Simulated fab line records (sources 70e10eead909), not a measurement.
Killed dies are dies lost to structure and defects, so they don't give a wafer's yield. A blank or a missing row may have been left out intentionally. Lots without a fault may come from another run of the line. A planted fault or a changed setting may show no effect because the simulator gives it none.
Struck lot and sound lot, side by side + flow nand_harc + 13 out of 1159 route steps
Sound: the wafers L894.1, L894.4, L894.5. Wafers L895.1, L895.3, L895.5 were the ones struck. The cause comes at the end.
For every step that has rows: the tool of each side, followed by ch and its chambers, followed by its first start. Under that, the readings that differ: sound wafers + struck wafers + difference of the means + sigmas: that difference in standard deviations of wafers without a fault.
alike: same words and numbers on both sides, and readings whose means sit less than 2 such deviations apart. not compared: any withheld reading, any reading some wafer has no value for, any bound like >300 that may hide the same value, and any number with overlapping values for which the record gives no deviation.
Wherever a step has rows on one side only, a row that says differs or no value, or a row with sigmas, the two part there. When numbers do not overlap yet have no deviation, they are printed without sigmas and do not part them. A reading missing from all wafers of one side parts the sides only when that side holds two or more wafers.

NHARC_A_WL_FILL_ALD_02: deposits TiN, target thk 2 nm, pulse time 3 s, ald cycles 100.
  sound on ald_metal-02 ch 0,2, day 18 00:44; struck on ald_metal-03 ch 1,2, day 18 00:37
  alike: heater_power_w, precursor_pulse_height_rel
NHARC_A_WL_FILL_CVD_03: deposits W, target thk 40 nm, time 3302 s.
  sound on cvd_w-01 ch 0,1, day 18 07:13; struck on cvd_w-02 ch 0,1, day 18 07:02
  alike: chamber_pressure_Torr, heater_power_w, mfc_ar_sccm, mfc_h2_sccm, throttle_valve_pct
NHARC_A_WL_FILL_ETCHBACK_04: etches the open film in NF3, target depth 60 nm, time 120 s.
  sound on rie_metal-02 ch 0,1, day 18 10:34; struck on rie_metal-03 ch 0,1, day 18 10:18
  alike: chamber_pressure_mTorr, drypump_motor_current_A, oes_product_au
  not compared: rf_hours_counter_h
then, 1 step without rows for these wafers: NHARC_A_WL_FILL_ETCHBACK_05 (etches the open film in Cl2/BCl3, target depth 22 nm, time 60 s).
NHARC_A_WL_FILL_STRIP_27: strips in N2/H2, time 20 s.
  sound on plasma_asher-01 ch 0,1, day 18 10:59; struck on plasma_asher-01 ch 0,1, day 18 10:41
  alike: drypump_motor_current_A, heater_power_w, temp_c
  not compared: rf_hours_counter_h
then, 4 steps without rows for these wafers: NHARC_A_WL_FILL_STRIP_28 (strips in post etch residue remover, time 1200 s); NHARC_A_WL_FILL_PRECLEAN_06 (cleans in DIW, time 300 s); NHARC_A_WL_FILL_SRD_07; NHARC_A_WL_FILL_ANNEAL_08 (time 1800 s).
NHARC_A_WL_FILL_ALD_10: deposits SiO2, target thk 50 nm, pulse time 10 s, ald cycles 500.
  sound on ald_hk-03 ch 0,1,3, day 18 19:38; struck on ald_hk-02 ch 1,2,3, day 18 16:26
  alike: heater_power_w, precursor_pulse_height_rel
NHARC_A_WL_FILL_ETCHBACK_16: etches the open film in C4F8/O2/Ar, target depth 88 nm, time 17.6 s.
  sound on rie_diel-08 ch 2,3, day 18 23:18; struck on rie_diel-08 ch 0,2,3, day 18 20:34
  no value came back on the struck wafers for bias_w (W), chamber_pressure_mTorr (mTorr), oes_product_au (a.u.), rf_vpp_V (V); on the sound wafers bias_w (W) reads 800.6 799.0 800.4
  not compared: rf_hours_counter_h
then, 1 step without rows for these wafers: NHARC_A_WL_FILL_STRIP_29 (strips in O2, time 20 s).
-- record jumps: 3 days between struck wafers' starts before vs after; left off in module A_WL_FILL, resumes in module END, first step shown is number 1159 of the route --
NHARC_END_SORT_01:
  the record has rows for the struck wafers here (prober-02 ch 0, day 22 08:22) and none for the sound ones

== WHERE THEY PART ==
Last at NHARC_END_SORT_01 as far as this record goes, first at NHARC_A_WL_FILL_ETCHBACK_16.

WHY: what had been put in by the simulator
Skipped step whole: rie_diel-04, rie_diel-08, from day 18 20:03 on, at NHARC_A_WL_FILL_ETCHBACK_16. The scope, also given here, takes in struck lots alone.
